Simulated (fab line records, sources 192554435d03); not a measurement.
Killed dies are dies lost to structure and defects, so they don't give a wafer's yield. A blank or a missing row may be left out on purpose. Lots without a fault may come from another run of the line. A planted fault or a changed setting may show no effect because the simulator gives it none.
fab line records | flow n5_finfet
record lots=4 wafers=12 last_day=18
route steps=1938 shown BEOL_M9@1461 BEOL_M10@1470
lots that met no fault: from a run of the same line without faults
start_h: hours from the record's first day to the start of the lot's first wafer shown | wait_h: hours since the lot's step before | " the same as in the row above | L1.1+2: a row that stands for several wafers | - no value, or no start given | * or withheld: withheld | < > ~ a bound
route shown NAME@n: a module of which the file shows steps, and the number in the route of the first | usual: mean/standard deviation of fault-free wafers | same: alike in all rows | chamber/n: place in a boat | sites: the reading at each site | _std_site: their standard deviation | _edge_site: outer sites' mean less inner sites' | radius_mm: how far each site lies from the wafer's centre | mask NAME#n: copy n | behind: the tool/chamber that last shaped the wafer | hold: why the lot was held/for how many hours/how that ended | device: the transistor (n, p or np) that didn't switch | end of line: the same wafers' tests at the end of the route | a step without rows: its recipe alone | killed: dies lost to structure and defects at the first sort, not the wafer's yield | map: a wafer's dies, x killed, . not, _ none there
set.NAME: the setting as run; set.NAME@STEP: as run at that earlier step | model.NAME: the simulator's own value behind a step, which no gauge read
lots at some steps of the route; a table a step, a row a wafer
services: from which hour (start_h, from the record's first day; less than 0 if before it) a tool's chamber was out of use, for how many hours, and why
## steps
# step N5_BEOL_M9_SPUTTER_48
# recipe material=Cu target_thk_a=120 temp_c=-20 bias_v=60 power_w=26000 chamber_pressure_pa=0.13 time_s=2
# step N5_BEOL_M9_ECD_50
# recipe material=Cu target_thk_a=3180
# step N5_BEOL_M9_ANNEAL_51
# recipe temp_c=225 time_s=90 ambient=N2
# step N5_BEOL_M9_CMP_52
# recipe stop_on=SiCOH_lowk t_overpolish_s=7 down_force_psi=1 platen_rpm=50 clearing_platen_down_force_psi=1.5 clearing_platen_rpm=50 post_cmp_clean=cu_alkaline target_thk_nm=140 clearing_platen_pad_velocity_m_s=0.99484 pad_velocity_m_s=0.99484
# step N5_BEOL_M9_PRE_CLEAN_55
# recipe gas=NH3 time_s=15 temp_c=withheld rf_power_w=300
# step N5_BEOL_M9_DEP_56
# recipe material=SiCN target_thk_a=150 temp_c=withheld precursor=3MS/NH3 pressure_torr=3 rf_w=202 time_s=26.5
# step N5_BEOL_M10_ILD_DEP_00
# recipe material=SiCOH_lowk target_thk_a=3085.1 temp_c=300 precursor=DEMS/porogen pressure_torr=5 rf_w=500 time_s=58
# step N5_BEOL_M10_CURE_71
# recipe temp_c=385 time_s=240 ambient=He/Ar material=SiCOH_lowk
# step N5_BEOL_M10_PECVD_70
# recipe material=SiO2 target_thk_a=200 temp_c=400 precursor=TEOS/O2 pressure_torr=5.5 rf_w=450 teos_flow_sccm=53.8 gas=O2 flow_sccm=3000 time_s=22.7
# usual heater_power_w=717/110 showerhead_plenum_p_Torr=8.75/0.077 susceptor_temp_C=400.02/0.22 throttle_valve_pct=22.3/1
# same time_s=22.7
# columns lot.wafer tool chamber start_h wait_h heater_power_w showerhead_plenum_p_Torr susceptor_temp_C throttle_valve_pct model.SiO2_of_BEOL_M10_PECVD_70.thk_nm
L545.1 pecvd-01 2 273.86 0.0 902 8.69 400.22 22.3 19.6
L545.5 " 0 " " 643 8.75 399.89 23.5 20
L545.6 " 1 " " 550 8.67 399.97 21.9 20.2
L550.1 pecvd-01 1 306.71 0.0 667 8.65 412.34 22.0 18.2
L550.2 " 2 " " 780 8.72 400.13 22.9 20.2
L550.4 " 0 " " 702 8.72 400.24 23.7 20.2
L558.1 pecvd-01 0 342.42 0.0 722 8.74 399.74 23.7 19.6
L558.3 " 1 " " 692 8.66 412.51 22.3 18.2
L558.6 " 1 " " 679 8.63 412.39 22.0 18.2
L560.2 pecvd-03 2 371.33 0.0 780 8.72 400.14 20.5 19.8
L560.3 " 0 " " 766 8.79 400.04 23.1 19.6
L560.6 " 1 " " 716 8.69 399.87 23.1 20
# step N5_BEOL_M10_HM_DEP_02
# recipe material=TiN target_thk_a=200 temp_c=25 chamber_pressure_pa=0.49996
# step N5_BEOL_M10_COAT_59
# recipe resist=SOC temp_c=250 time_s=60 spin_rpm=1500 resist_thk_nm=100
# step N5_BEOL_M10_COAT_60
# recipe resist=SiARC temp_c=220 time_s=60 spin_rpm=1500 resist_thk_nm=30
# step N5_BEOL_M10_COAT_05
# recipe resist=CAR-ArF spin_rpm=1500 resist_thk_nm=90
# step N5_BEOL_M10_EBR_07
# recipe solvent=PGMEA ebr_width_mm=1.5
# step N5_BEOL_M10_SOFTBAKE_06
# recipe temp_c=110 time_s=60 resist=CAR-ArF
# step N5_BEOL_M10_EXPOSE_08
# recipe mask_id=M10 na=1.35 source_shape=dipole sigma_inner=0.411 sigma_outer=0.611 polarization=te dose_mj=53.75
# step N5_BEOL_M10_PEB_09
# recipe peb_temp_c=withheld peb_time_s=60 resist=CAR-ArF
# step N5_BEOL_M10_DEVELOP_10
# recipe develop_time_s=30 developer=TMAH resist=CAR-ArF rinse_liquid=diw dry=air_spin dev_temp_c=23
# step N5_BEOL_M10_DESCUM_16
# recipe chemistry=O2 time_s=7.9 source_power_w=50 bias_power_w=20 pressure_mtorr=20 rf_frequency_hz=2.712e+07 temp_c=40 resist=CAR-ArF o2_flow_sccm=225
# step N5_BEOL_M10_ETCH_61
# recipe chemistry=CF4 target=SiARC target_depth_a=390 mask_material=CAR-ArF time_s=65 ion_energy_ev=80 pressure_mtorr=40 source_w=545 bias_w=36 Ar_flow_sccm=100 cf4_flow_sccm=100 ends=cleared
# step N5_BEOL_M10_ETCH_62
# recipe chemistry=N2/H2 target=SOC target_depth_a=1100 overetch_a=220 mask_material=SiARC temp_c=40 time_s=165 ion_energy_ev=200 pressure_mtorr=30 source_w=840 bias_w=150 n2_flow_sccm=200 h2_flow_sccm=200
# step N5_BEOL_M10_STRIP_68
# recipe chemistry=N2/H2 temp_c=40 n2_flow_sccm=200 h2_flow_sccm=200 rf_frequency_hz=6e+07
# step N5_BEOL_M10_STRIP_67
# recipe chemistry=CF4 resist=SiARC power_w=300 bias_power_w=75 pressure_mtorr=50 cf4_flow_sccm=150 rf_frequency_hz=6e+07
# step N5_BEOL_M10_HM_OPEN_17
# recipe chemistry=Cl2/BCl3 target_depth_a=200 overetch_a=60 target=TiN mask_material=SOC ion_energy_ev=150 pressure_mtorr=10 icp_w=1000 bias_w=126 Cl2_flow_sccm=53.25 bcl3_flow_sccm=21.75 Ar_flow_sccm=25
# step N5_BEOL_M10_STRIP_19
# recipe chemistry=O2 power_w=400 temp_c=40 pressure_mtorr=30 rf_frequency_hz=6e+07 bias_power_w=0 overash_fraction=0.2 o2_flow_sccm=225
# step N5_BEOL_M10_COAT_63
# recipe resist=SOC temp_c=250 time_s=60 spin_rpm=1500 resist_thk_nm=100
# step N5_BEOL_M10_COAT_64
# recipe resist=SiARC temp_c=220 time_s=60 spin_rpm=1500 resist_thk_nm=30
# step N5_BEOL_M10_COAT_22
# recipe resist=CAR-ArF spin_rpm=1500 resist_thk_nm=90
# step N5_BEOL_M10_EBR_24
# recipe solvent=PGMEA ebr_width_mm=1.5
# step N5_BEOL_M10_SOFTBAKE_23
# recipe temp_c=110 time_s=60 resist=CAR-ArF
# step N5_BEOL_M10_EXPOSE_25
# recipe mask_id=V9 na=1.35 source_shape=annular sigma_inner=0.5 sigma_outer=0.8 polarization=unpolarized dose_mj=85.5
# step N5_BEOL_M10_PEB_26
# recipe peb_temp_c=withheld peb_time_s=60 resist=CAR-ArF
# step N5_BEOL_M10_DEVELOP_27
# recipe develop_time_s=30 developer=TMAH resist=CAR-ArF rinse_liquid=diw dry=air_spin dev_temp_c=23
# step N5_BEOL_M10_HM_STRIP_39
# recipe chemistry=peroxide_tin_strip material=TiN target_depth_a=250 temp_c=50 time_s=158
# same time_s=158
# columns lot.wafer tool chamber start_h wait_h model.SiO2_of_BEOL_M10_PECVD_70.thk_nm
L545.1 wet_bench-04 7 279.21 0.0 19.4
L545.5 " 1 " " 19.8
L545.6 " 2 " " 20
L550.1 wet_bench-05 2 311.15 0.0 18
L550.2+4 " 0,4 " " 20
L558.1 wet_bench-04 0 345.18 0.0 19.4
L558.3+6 " 2,5 " " 18
L560.2 wet_bench-04 6 374.95 0.0 19.6
L560.3 " 1 " " 19.4
L560.6 " 0 " " 19.8
# step N5_BEOL_M10_CMP_52
# recipe stop_on=SiCOH_lowk t_overpolish_s=7 down_force_psi=1 platen_rpm=50 clearing_platen_down_force_psi=1.5 clearing_platen_rpm=50 post_cmp_clean=cu_alkaline target_thk_nm=140 clearing_platen_pad_velocity_m_s=0.99484 pad_velocity_m_s=0.99484
# usual barrier_field_endpoint_s=29.0/0.55 motor_current_A=6.3/0.77
# columns lot.wafer tool chamber start_h wait_h barrier_field_endpoint_s motor_current_A
L545.1 cmp-01 3 281.91 0.5 29.2 5.7
L545.5 " 1 " " 29.2 6.5
L545.6 " 2 " " 30.5 6.4
L550.1 cmp-01 3 314.34 0.3 27.0 5.6
L550.2 " 1 " " 29.5 6.5
L550.4 " 2 " " 28.9 6.5
L558.1 cmp-01 3 348.18 0.3 28.4 5.6
L558.3 " 2 " " 25.8 6.6
L558.6 " 3 " " 26.5 5.6
L560.2 cmp-04 1 380.07 0.2 28.6 6.1
L560.3 " 3 " " 28.4 6.4
L560.6 " 2 " " 29.7 5.6
## services
# columns tool chamber start_h hours kind
cmp-04 - 262.70 6.1 pm
cmp-01 - 265.06 4.0 pm
cmp-01 - 269.06 - consumable_replace:conditioner
cmp-01 - 269.06 - consumable_replace:pad
cmp-01 - 274.58 4.7 repair
pecvd-03 2 350.10 5.5 scheduled_down
pecvd-03 - 362.37 1.5 repair
cmp-01 - 376.04 0.6 repair
pecvd-01 2 376.40 2.1 scheduled_down
## key
first_sign step=N5_BEOL_M10_PECVD_70 reading=susceptor_temp_C direction=up sigmas=55 usual=* struck=*
effect step=N5_BEOL_M10_CMP_52 reading=barrier_field_endpoint_s direction=down sigmas=4.6 usual=29.0 struck=26.5
model_effect step=N5_BEOL_M10_PECVD_70 value=SiO2_of_BEOL_M10_PECVD_70.thk_nm without=19.87 struck=18.2
model_effect step=N5_BEOL_M10_HM_STRIP_39 value=SiO2_of_BEOL_M10_PECVD_70.thk_nm without=19.8 struck=18
met_at N5_BEOL_M10_PECVD_70
struck_wafers L550.1,L558.3,L558.6
onset_between 273.86 306.71
fault kind=process_parameter_drift tool=pecvd-01 chamber=1 onset_h=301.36 steps=N5_BEOL_M10_PECVD_70 channel=temp_c offset=* shape=step end_h=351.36 acts_in=* stated=*
